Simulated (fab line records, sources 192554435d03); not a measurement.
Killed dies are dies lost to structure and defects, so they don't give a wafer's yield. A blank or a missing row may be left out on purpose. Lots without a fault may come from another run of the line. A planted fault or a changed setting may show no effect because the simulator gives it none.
Problem report in the 8D (eight disciplines) form, filled by code | flow n5_finfet | the parts of the form that need people (team, actions taken, sign-off) are left out

1. THE PROBLEM
cd_nm at N5_HKMG_FIN_CD_MEAS_12 reads a mean of 86.0 nm on 6 wafers of 2 lots; wafers without a fault read 92.8 nm with a standard deviation of 0.47. That is -15 standard deviations from the usual mean.
The step: target cd 92.8 nm.
First seen on wafer L975.2, day 6 21:16, on cd_sem-02. The record holds 30 wafers of 10 lots with a number at this step. Rule for "out", or "out of limits": more than 4 standard deviations from the usual mean. The other wafers with a number count as sound.

2. WHAT IT IS AND WHAT IT IS NOT
question                    | is                     | is not
which readings at this step | cd_nm                  | -
which lots                  | L975, L977             | L964, L965, L967, L971, L972, L978, L980, L987
which wafers of those lots  | all that have a number | -
read on which gauges        | cd_sem-01, cd_sem-02   | cd_sem-03
when                        | from day 6 21:16       | up to then (15 sound wafers); but 9 sound wafers of L978, L980, L987 came after

3. SUSPECTS, AND WHAT RULES EACH OUT
Counting: a tool at a process step up to the reading stays a suspect if it ran every lot that is out and no sound lot after the first of them.
- the gauge at N5_HKMG_FIN_CD_MEAS_12: ruled out. The wafers that are out were read on 2 gauges (cd_sem-01, cd_sem-02).
- arfi_scanner-02 at N5_HKMG_FIN_EXPOSE_09 (exposes mask NWFM): kept. It ran every lot that is out, first L975 (day 6 21:09), and no sound lot after that; its last sound lot up to then is L972 (day 6 04:43). Its own readings are out on those wafers: exposure_dose_mJ_cm2.
Left after counting: arfi_scanner-02 at N5_HKMG_FIN_EXPOSE_09.

4. THE CAUSE (what the simulator had put in)
Process parameter drift: arfi_scanner-02, from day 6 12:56 on, at N5_HKMG_FIN_EXPOSE_09. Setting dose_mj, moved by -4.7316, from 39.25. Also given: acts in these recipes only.
Counting left only this tool.

5. THE CHAIN OF EFFECTS, in route order
Each row: a reading whose mean over the struck wafers that have a number lies more than 3 standard deviations from the usual. Only readings for which the record gives a usual standard deviation are gone through. hours: the time from each lot's start at the first step in this table that gives one to its start at this step, as a median over the lots. sigmas: the change in usual standard deviations.
hours | step                   | reading              | usual   | on struck wafers | change | sigmas
0     | N5_HKMG_FIN_EXPOSE_09  | exposure_dose_mJ_cm2 | 39.23   | 34.95            | -4.28  | -99 or more
0     | N5_HKMG_FIN_CD_MEAS_12 | cd_nm                | 92.8 nm | 86.0             | -6.8   | -15
The process steps in it:
- N5_HKMG_FIN_EXPOSE_09: exposes mask NWFM.

6. WHAT WOULD HAVE CAUGHT IT SOONER
In this record the first reading out of limits at a measuring or inspecting step was taken at day 6 21:16, 8 hours after the fault began at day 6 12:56.
The tool's own readings at N5_HKMG_FIN_EXPOSE_09 were out on every struck wafer that the step has a row for (exposure_dose_mJ_cm2): an alarm limit on them would have fired on the first of those.
Of the lots that are out (2), L977 began N5_HKMG_FIN_EXPOSE_09 on arfi_scanner-02 after day 6 21:16. A hold on the tool at that time would have spared it.
